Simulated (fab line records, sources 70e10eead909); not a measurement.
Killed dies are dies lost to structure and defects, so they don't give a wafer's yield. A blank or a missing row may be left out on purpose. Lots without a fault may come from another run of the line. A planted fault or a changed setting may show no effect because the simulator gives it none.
fab line records | flow nand_harc
record lots=7 wafers=19 last_day=25
route steps=1159 shown P_CONTACT@235 END@1159
lots that met no fault: from a run of the same line without faults
start_h: hours from the record's first day to the start of the lot's first wafer shown | wait_h: hours since the lot's step before | " the same as in the row above | L1.1+2: a row that stands for several wafers | - no value, or no start given | * or withheld: withheld | < > ~ a bound
route shown NAME@n: a module of which the file shows steps, and the number in the route of the first | usual: mean/standard deviation of fault-free wafers | same: alike in all rows | chamber/n: place in a boat | sites: the reading at each site | _std_site: their standard deviation | _edge_site: outer sites' mean less inner sites' | radius_mm: how far each site lies from the wafer's centre | mask NAME#n: copy n | behind: the tool/chamber that last shaped the wafer | hold: why the lot was held/for how many hours/how that ended | device: the transistor (n, p or np) that didn't switch | end of line: the same wafers' tests at the end of the route | a step without rows: its recipe alone | killed: dies lost to structure and defects at the first sort, not the wafer's yield | map: a wafer's dies, x killed, . not, _ none there
set.NAME: the setting as run; set.NAME@STEP: as run at that earlier step | model.NAME: the simulator's own value behind a step, which no gauge read
lots at some steps of the route; a table a step, a row a wafer
services: from which hour (start_h, from the record's first day; less than 0 if before it) a tool's chamber was out of use, for how many hours, and why
## steps
# step NHARC_P_CONTACT_DESCUM_17
# recipe time_s=3 o2_flow_sccm=200 ar_flow_sccm=0 bias_power_w=0 chemistry=O2
# usual drypump_motor_current_A=5.9/0.41 o2_flow_sccm=200.0/0.59 oes_product_au=0.999/0.011 rf_vpp_V=57.9/0.87 showerhead_plenum_p_Torr=1.94/0.061 throttle_valve_pct=11.311/0.0095
# same bias_power_w=0
# columns lot.wafer tool chamber start_h wait_h drypump_motor_current_A o2_flow_sccm oes_product_au rf_hours_counter_h rf_vpp_V showerhead_plenum_p_Torr throttle_valve_pct
L981.1 rie_diel-09 2 117.60 0.1 6.2 199.8 1.003 2 57.3 1.96 11.310
L981.5 " 2 " " 6.2 199.9 1.013 - 58.0 1.96 11.315
L981.6 " 3 " " 5.8 201.3 0.979 - 57.2 2.01 11.324
L986.4 rie_diel-02 0 139.04 0.1 5.6 199.6 0.996 15 58.0 1.99 11.305
L986.3 " 1 " " 5.0 200.0 0.995 17 58.3 1.90 11.311
L986.5 " 1 " " 5.0 200.3 0.997 - 58.2 1.90 11.320
L988.3 rie_diel-09 3 148.72 0.1 5.8 200.6 0.983 4 59.5 2.01 11.305
L988.4 " 2 " " 6.2 200.3 1.013 5 59.2 1.96 11.323
L988.5 " 0 " " 6.0 199.7 1.008 - 58.9 1.93 11.306
L991.4 rie_diel-09 3 167.07 0.1 5.9 200.2 0.984 6 58.5 2.01 11.312
L991.6 " 0 " " 6.0 199.5 1.010 - 59.5 1.93 11.326
L993.4 rie_diel-09 1 190.79 0.1 6.5 199.7 0.987 11 58.9 1.96 11.308
L993.2 " 0 " " 6.0 200.4 1.011 10 58.5 1.93 11.308
L102.3 rie_diel-08 2 242.85 0.1 6.0 200.3 1.000 28 58.1 1.83 11.311
L102.6 " 1 " " 5.5 200.0 1.005 - 57.7 1.89 11.306
L102.5 " 2 " " 6.0 199.2 1.000 - 57.2 1.83 11.331
L104.3 rie_diel-09 0 248.15 0.1 6.0 199.5 0.998 16 59.0 1.93 11.322
L104.6 " 0 " " 6.0 199.9 1.002 - 58.8 1.93 11.314
L104.5 " 1 " " 6.6 199.9 0.999 - 58.7 1.96 11.315
# step NHARC_P_CONTACT_ETCH_35
# recipe target_depth_a=390 over_etch_frac=0.3 time_s=65 ion_energy_ev=80 cf4_flow_sccm=150 ar_flow_sccm=0 rf_w=300 bias_w=100 chemistry=CF4
# usual bias_w=99.96/0.28 drypump_motor_current_A=5.9/0.43 oes_product_au=1.000/0.012 rf_vpp_V=151.5/1.1 showerhead_plenum_p_Torr=1.79/0.054 throttle_valve_pct=13.283/0.0093
# columns lot.wafer tool chamber start_h wait_h bias_w drypump_motor_current_A oes_product_au rf_hours_counter_h rf_vpp_V showerhead_plenum_p_Torr throttle_valve_pct
L981.1 rie_diel-09 3 117.70 0.1 99.86 5.9 0.974 2 153.4 1.86 13.275
L981.6 " 1 " " 100.45 6.5 0.996 - 152.8 1.81 13.273
L981.5 " 2 " " 100.08 6.2 1.014 - 152.7 1.81 13.295
L986.4 rie_diel-02 2 139.13 0.1 100.38 5.2 1.007 15 150.4 1.75 13.268
L986.3 " 1 " " 99.71 4.9 1.002 17 151.7 1.76 13.283
L986.5 " 3 " " 99.92 5.6 1.001 - 150.2 1.65 13.287
L988.4 rie_diel-09 1 148.80 0.1 99.93 6.5 1.007 5 151.9 1.81 13.288
L988.3 " 2 " " 100.44 6.2 1.012 5 151.2 1.81 13.298
L988.5 " 1 " " 99.73 6.5 1.000 - 151.5 1.81 13.289
L991.4 rie_diel-09 3 167.17 0.1 99.76 5.8 0.972 6 152.9 1.85 13.295
L991.6 " 2 " " 100.13 6.2 1.003 - 150.1 1.81 13.285
L993.2 rie_diel-09 3 190.87 0.1 100.45 5.8 0.987 9 153.5 1.85 13.278
L993.4 " 2 " " 99.79 6.2 1.003 10 152.0 1.81 13.270
L102.3 rie_diel-08 1 242.93 0.1 99.63 5.5 1.007 35 151.0 1.75 13.292
L102.5 " 0 " " 99.98 5.8 1.014 - 149.4 1.67 13.298
L102.6 " 1 " " 99.89 5.5 0.996 - 151.4 1.75 13.289
L104.3 rie_diel-09 0 248.25 0.1 100.43 6.0 1.005 16 151.6 1.78 13.275
L104.5 " 2 " " 100.30 6.2 1.008 - 152.0 1.80 13.295
L104.6 " 3 " " 100.02 5.8 0.989 - 151.5 1.85 13.278
# step NHARC_P_CONTACT_ETCH_36
# recipe target_depth_a=2600 over_etch_frac=0.25 time_s=406.25 ion_energy_ev=200 n2_flow_sccm=150 h2_flow_sccm=150 ar_flow_sccm=0 rf_w=400 bias_w=150 chemistry=N2/H2
# step NHARC_P_CONTACT_ETCH_18
# recipe target_depth_a=4810 time_s=240.5 c4f8_flow_sccm=20 o2_flow_sccm=10 ar_flow_sccm=withheld rf_w=600 bias_w=1500 chemistry=C4F8/O2/Ar
# usual bias_w=1500/4.3 oes_product_au=0.965/0.016 rf_vpp_V=979/4.6
# columns lot.wafer tool chamber start_h wait_h bias_w oes_product_au rf_hours_counter_h rf_vpp_V
L981.1 rie_diel-09 1 - - 1501 0.962 3 982
L981.5 " 3 " " 1502 0.936 - 983
L981.6 " 0 " " 1499 0.968 - 980
L986.3 rie_diel-02 2 - - 1502 0.975 15 976
L986.4 " 3 " " 1506 0.992 16 968
L986.5 " 1 " " 1502 0.969 - 977
L988.4 rie_diel-09 1 - - 1503 0.978 6 982
L988.3 " 0 " " 1501 0.968 5 979
L988.5 " 1 " " 1501 0.978 - 980
L991.4 rie_diel-09 0 - - 1496 0.968 8 979
L991.6 " 0 " " 1496 0.974 - 981
L993.4 rie_diel-09 0 - - 1493 0.995 10 977
L993.2 " 2 " " 1500 0.961 10 982
L102.3 rie_diel-08 1 - - 1502 0.967 35 976
L102.5 " 3 " " 1504 0.989 - 971
L102.6 " 0 " " 1505 0.993 - 971
L104.3 rie_diel-09 2 - - 1500 0.983 17 982
L104.5 " 0 " " 1499 0.960 - 980
L104.6 " 1 " " 1496 0.968 - 980
# step NHARC_P_CONTACT_STRIP_37
# recipe c4f8_flow_sccm=withheld o2_flow_sccm=8 ar_flow_sccm=withheld bias_w=0 chemistry=C4F8/O2/Ar
# step NHARC_P_CONTACT_ETCH_31
# recipe target_depth_a=300 time_s=85.7 ion_energy_ev=120 over_etch_frac=1 ch3f_flow_sccm=50 o2_flow_sccm=30 ar_flow_sccm=200 rf_w=500 bias_w=100 chemistry=CH3F/O2
# usual bias_w=100.00/0.29 ch3f_flow_sccm=50.00/0.15 drypump_motor_current_A=5.9/0.41 o2_flow_sccm=30.01/0.084 oes_product_au=0.982/0.014 rf_vpp_V=244.7/1.4 showerhead_plenum_p_Torr=2.49/0.08 throttle_valve_pct=20.662/0.0093
# columns lot.wafer tool chamber start_h wait_h bias_w ch3f_flow_sccm drypump_motor_current_A o2_flow_sccm oes_product_au rf_hours_counter_h rf_vpp_V showerhead_plenum_p_Torr throttle_valve_pct
L981.1 rie_diel-09 1 - - 99.92 49.97 6.5 30.04 0.966 3 243.5 2.52 20.648
L981.5 " 3 " " 99.95 49.96 5.9 29.84 0.961 - 244.9 2.58 20.656
L981.6 " 0 " " 99.75 50.04 6.0 29.95 0.989 - 244.1 2.48 20.665
L986.3 rie_diel-02 0 - - 99.81 50.05 5.6 30.00 0.992 16 246.5 2.55 20.668
L986.4 " 3 " " 100.07 49.85 5.6 30.13 0.992 16 244.8 2.29 20.670
L986.5 " 1 " " 99.38 50.05 5.0 30.17 0.981 - 244.9 2.45 20.647
L988.4 rie_diel-09 1 - - 99.33 49.98 6.5 30.04 0.977 6 243.5 2.52 20.670
L988.3 " 2 " " 99.55 49.95 6.2 30.09 0.994 6 245.1 2.52 20.658
L988.5 " 0 " " 100.75 50.04 6.0 30.06 0.971 - 244.8 2.48 20.657
L991.4 rie_diel-09 2 - - 100.37 50.07 6.2 29.94 1.009 8 246.4 2.52 20.659
L991.6 " 0 " " 99.99 49.99 6.0 30.09 0.993 - 245.1 2.48 20.642
L993.2 rie_diel-09 3 - - 100.29 49.99 5.8 30.05 0.965 10 246.4 2.58 20.670
L993.4 " 0 " " 99.83 50.04 6.1 30.03 0.999 10 246.3 2.48 20.654
L102.3 rie_diel-08 1 - - 100.06 49.80 5.5 30.01 0.976 35 244.0 2.43 20.669
L102.6 " 2 " " 100.13 49.85 6.0 29.96 0.982 - 243.0 2.36 20.661
L102.5 " 3 " " 99.65 50.00 5.6 30.26 0.989 - 241.7 2.32 20.668
L104.3 rie_diel-09 0 - - 99.55 50.38 6.0 30.07 0.990 17 244.7 2.48 20.661
L104.6 " 3 " " 99.99 49.81 5.8 29.98 0.969 - 246.2 2.58 20.660
L104.5 " 0 " " 99.78 50.43 6.0 29.99 0.978 - 243.6 2.47 20.672
# step NHARC_P_CONTACT_CD_MEAS_19
# usual cd_nm=90.0/2
# columns lot.wafer tool chamber start_h wait_h cd_nm
L981.1 cd_sem-02 - 118.47 - 89.3
L981.5 " - " " 91.4
L981.6 " - " " 91.9
L986.3 cd_sem-01 - 139.92 - 90.3
L986.4 " - " " 87.9
L986.5 " - " " 89.0
L988.3 cd_sem-03 - 149.60 - 91.0
L988.4 " - " " 90.6
L988.5 " - " " 92.4
L991.4 cd_sem-02 - 167.95 - 90.3
L991.6 " - " " 90.4
L993.2 cd_sem-02 - 191.66 - 90.1
L993.4 " - " " 93.5
L102.3 cd_sem-01 - 243.88 - 88.9
L102.5 " - " " 89.5
L102.6 " - " " 91.0
L104.3 cd_sem-02 - 249.03 - 93.3
L104.5 " - " " 89.1
L104.6 " - " " 92.7
# step NHARC_P_CONTACT_STRIP_28
# recipe o2_flow_sccm=500 ar_flow_sccm=0 bias_w=0 chemistry=O2
# step NHARC_P_CONTACT_STRIP_29
# recipe time_s=1200 temp_c=72.5 chemistry=post_etch_residue_remover
# step NHARC_P_CONTACT_DEGAS_38
# recipe temp_c=300 time_s=60
# usual heater_power_w=464/60
# columns lot.wafer tool chamber start_h wait_h heater_power_w
L981.1 pvd_sputter-03 - 119.21 - 552
L981.5 " - " " 514
L981.6 " - " " 356
L986.3 pvd_sputter-01 - 140.62 - 566
L986.4 " - " " 440
L986.5 " - " " 447
L988.3 pvd_sputter-01 - 150.32 - 444
L988.4 " - " " 522
L988.5 " - " " 449
L991.4 pvd_sputter-03 - 168.67 - 367
L991.6 " - " " 547
L993.4 pvd_sputter-02 - 192.38 - 400
L993.2 " - " " 495
L102.3 pvd_sputter-02 - 244.61 - 389
L102.5 " - " " 507
L102.6 " - " " 414
L104.3 pvd_sputter-02 - 249.74 - 409
L104.6 " - " " 410
L104.5 " - " " 409
# step NHARC_P_CONTACT_PRE_CLEAN_39
# recipe time_s=19.5 bias_v=250 gas=Ar
# step NHARC_P_CONTACT_PVD_32
# recipe target_thk_a=50 chamber_pressure_pa=5 power_w=5000 substrate_temp_c=200 time_s=17.7 material=Ti
# step NHARC_P_CONTACT_ALD_22
# recipe target_thk_a=30 pulse_time_s=1 ald_cycles=150 temp_c=450 material=TiN
# usual ald_cycles=150/0 heater_power_w=1082/87 precursor_pulse_height_rel=0.999/0.02
# columns lot.wafer tool chamber start_h wait_h ald_cycles heater_power_w precursor_pulse_height_rel
L981.1 ald_metal-04 0 119.46 - 150 1203 0.980
L981.6 " 2 " " 150 1146 1.021
L981.5 " 3 " " 150 1087 0.983
L986.3 ald_metal-02 3 140.88 - 150 1085 1.007
L986.4 " 1 " " 150 1046 1.031
L986.5 " 2 " " 150 1175 0.980
L988.3 ald_metal-04 1 150.58 - 150 921 0.966
L988.4 " 2 " " 285 1141 0.982
L988.5 " 0 " " 150 1231 0.983
L991.4 ald_metal-04 1 168.97 - 285 939 0.991
L991.6 " 2 " " 150 1148 1.000
L993.2 ald_metal-04 0 192.63 - 285 1194 0.994
L993.4 " 1 " " 285 938 1.001
L102.3 ald_metal-02 2 244.85 - 150 1205 0.998
L102.5 " 1 " " 150 1038 0.976
L102.6 " 2 " " 150 1171 1.006
L104.3 ald_metal-02 2 250.04 - 150 1164 1.006
L104.5 " 0 " " 150 1119 0.975
L104.6 " 1 " " 150 1048 0.977
# step NHARC_P_CONTACT_CVD_23
# recipe target_thk_a=2000 temp_c=300 pressure_torr=40 wf6_flow_sccm=40 h2_flow_sccm=1600 ar_flow_sccm=1560 time_s=557 material=W
# step NHARC_END_SORT_01
# recipe temp_c=25
# usual killed_at_array=29/10 killed_at_other=0.7/1.1 killed_at_periphery=3.2/2.2 killed_dies=33/11 killed_open=3.5/1.8 killed_short=2.0/1.4
# same gross_dies=677
# columns lot.wafer tool chamber start_h wait_h killed_at_array killed_at_other killed_at_periphery killed_dies killed_open killed_short
L988.3 prober-02 0 484.12 3.1 25 0 1 26 3 1
L988.4 prober-02 0 484.93 3.4 27 0 4 31 7 0
L988.5 prober-02 0 485.74 3.7 13 0 2 15 2 2
L993.2 prober-02 0 506.87 2.8 40 0 2 42 2 2
L993.4 prober-02 0 508.48 3.4 39 0 3 42 3 4
L991.4 prober-01 0 508.31 3.4 27 0 5 32 6 3
L991.6 prober-01 0 509.90 4.0 18 3 1 22 2 0
L104.3 prober-02 0 586.12 3.1 49 3 0 52 3 2
L104.5 prober-02 0 587.71 3.7 41 5 1 47 3 3
L104.6 prober-02 0 588.51 4.0 50 4 3 57 5 2
# killed by level:class
L988.3 A_CHANNEL_HOLE_D1:chamber_film_flake=18 A_STAIRCASE:chamber_film_flake=3 A_CONTACT:geometric_particle:open=2 P_M0:geometric_particle:open=1 A_WL_FILL:geometric_particle:short=1 A_CONTACT:chamber_film_flake=1
L988.4 A_CHANNEL_HOLE_D1:chamber_film_flake=16 A_CONTACT:chamber_film_flake=3 A_CONTACT:geometric_particle:open=2 P_STI:chamber_film_flake=2 A_STAIRCASE:chamber_film_flake=2 P_ZERO_WELL:geometric_particle:open=1 P_CONTACT:geometric_particle:open=1 A_ONON_D1:geometric_particle:open=1
L988.5 A_CHANNEL_HOLE_D1:chamber_film_flake=6 A_STAIRCASE:chamber_film_flake=2 A_CONTACT:chamber_film_flake=2 P_M0:geometric_particle:short=1 P_M1:geometric_particle:open=1 A_SOURCE_PLATE:geometric_particle:open=1 A_CHANNEL_HOLE_D1:geometric_particle:short=1 A_ZERO_WELL:chamber_film_flake=1
L993.2 A_CHANNEL_HOLE_D1:chamber_film_flake=15 A_SLIT:chamber_film_flake=15 A_STAIRCASE:chamber_film_flake=5 P_M0:geometric_particle:short=1 A_ONON_D1:geometric_particle:short=1 A_ONON_D1:geometric_particle:open=1 A_CONTACT:geometric_particle:open=1 P_M2:chamber_film_flake=1
L991.4 A_CHANNEL_HOLE_D1:chamber_film_flake=14 A_SLIT:chamber_film_flake=3 P_GATE:geometric_particle:open=2 P_ZERO_WELL:chamber_film_flake=2 A_STAIRCASE:chamber_film_flake=2 A_SOURCE_PLATE:geometric_particle:open=1 A_ONON_D1:geometric_particle:short=1 A_ONON_D1:geometric_particle:open=1
L993.4 A_CHANNEL_HOLE_D1:chamber_film_flake=16 A_SLIT:chamber_film_flake=9 A_STAIRCASE:chamber_film_flake=7 A_ONON_D1:geometric_particle:short=2 A_CHANNEL_FILL_D1:geometric_particle:short=2 P_M0:geometric_particle:open=1 A_M0:geometric_particle:open=1 A_M1:geometric_particle:open=1
L991.6 A_CHANNEL_HOLE_D1:chamber_film_flake=11 A_STAIRCASE:chamber_film_flake=3 A_CONTACT:chamber_film_flake=2 THIN_TSV:chamber_film_flake=2 A_CHANNEL_FILL_D1:geometric_particle:open=1 P_GATE:chamber_film_flake=1 STARTING-WAFER:geometric_particle:open=1 A_SLIT:chamber_film_flake=1
L104.3 A_SLIT:chamber_film_flake=18 A_CHANNEL_HOLE_D1:chamber_film_flake=10 A_CONTACT:chamber_film_flake=5 A_BONDPAD:chamber_film_flake=4 A_STAIRCASE:chamber_film_flake=3 A_WL_FILL:chamber_film_flake=2 THIN_TSV:chamber_film_flake=2 A_SOURCE_PLATE:geometric_particle:short=1
L104.5 A_CHANNEL_HOLE_D1:chamber_film_flake=13 A_SLIT:chamber_film_flake=13 A_CONTACT:chamber_film_flake=5 THIN_TSV:chamber_film_flake=5 A_BONDPAD:chamber_film_flake=3 P_M2:geometric_particle:open=1 A_ONON_D1:geometric_particle:short=1 A_WL_FILL:geometric_particle:short=1
L104.6 A_SLIT:chamber_film_flake=24 A_CHANNEL_HOLE_D1:chamber_film_flake=6 A_CONTACT:chamber_film_flake=6 A_BONDPAD:chamber_film_flake=4 THIN_TSV:chamber_film_flake=4 A_CONTACT:geometric_particle:open=3 A_ZERO_WELL:chamber_film_flake=2 A_STAIRCASE:chamber_film_flake=2
## services
# columns tool chamber start_h hours kind
rie_diel-09 3 94.16 6.6 repair
pvd_sputter-03 - 102.00 10.0 pm
rie_diel-09 0 110.60 - clean
rie_diel-09 1 110.60 - clean
rie_diel-09 2 110.60 - clean
rie_diel-09 3 110.60 - clean
pvd_sputter-01 - 114.69 2.0 repair
rie_diel-08 1 118.18 7.1 repair
rie_diel-08 - 125.88 9.0 pm
ald_metal-02 2 142.77 30.1 repair
rie_diel-08 0 146.72 4.7 repair
rie_diel-02 - 150.73 9.0 pm
pvd_sputter-01 - 158.03 10.0 pm
pvd_sputter-01 - 173.50 0.9 repair
rie_diel-09 2 175.33 3.8 repair
ald_metal-02 - 186.00 10.0 pm
pvd_sputter-01 - 191.58 1.5 repair
ald_metal-02 - 197.78 0.2 repair
pvd_sputter-02 - 214.02 10.0 pm
rie_diel-02 2 221.94 4.6 repair
ald_metal-04 - 228.00 10.0 pm
rie_diel-08 - 236.07 1.2 repair
rie_diel-09 0 238.35 6.3 repair
rie_diel-02 2 250.08 5.1 repair
## key
first_sign step=NHARC_P_CONTACT_ALD_22 reading=ald_cycles direction=up sigmas=99+ usual=150 struck=285
effect none on later readings
met_at NHARC_P_CONTACT_ALD_22
struck_wafers L988.4,L991.4,L993.2,L993.4
tester_left_out L988,L991,L993
onset_between 119.46 150.58
fault kind=process_parameter_drift tool=ald_metal-04 chamber=- onset_h=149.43 steps=NHARC_P_CONTACT_ALD_22 channel=ald_cycles offset=135 shape=step end_h=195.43 scope=struck_wafers_only acts_in=these_recipes_only stated=150
# tester_left_out: of these lots the tester's yield and bins aren't shown, on N5 and GAA mostly nor the transistor test; their killed dies are dies lost to structure and defects alone, not to doping, threshold or leakage, so they don't give the yield
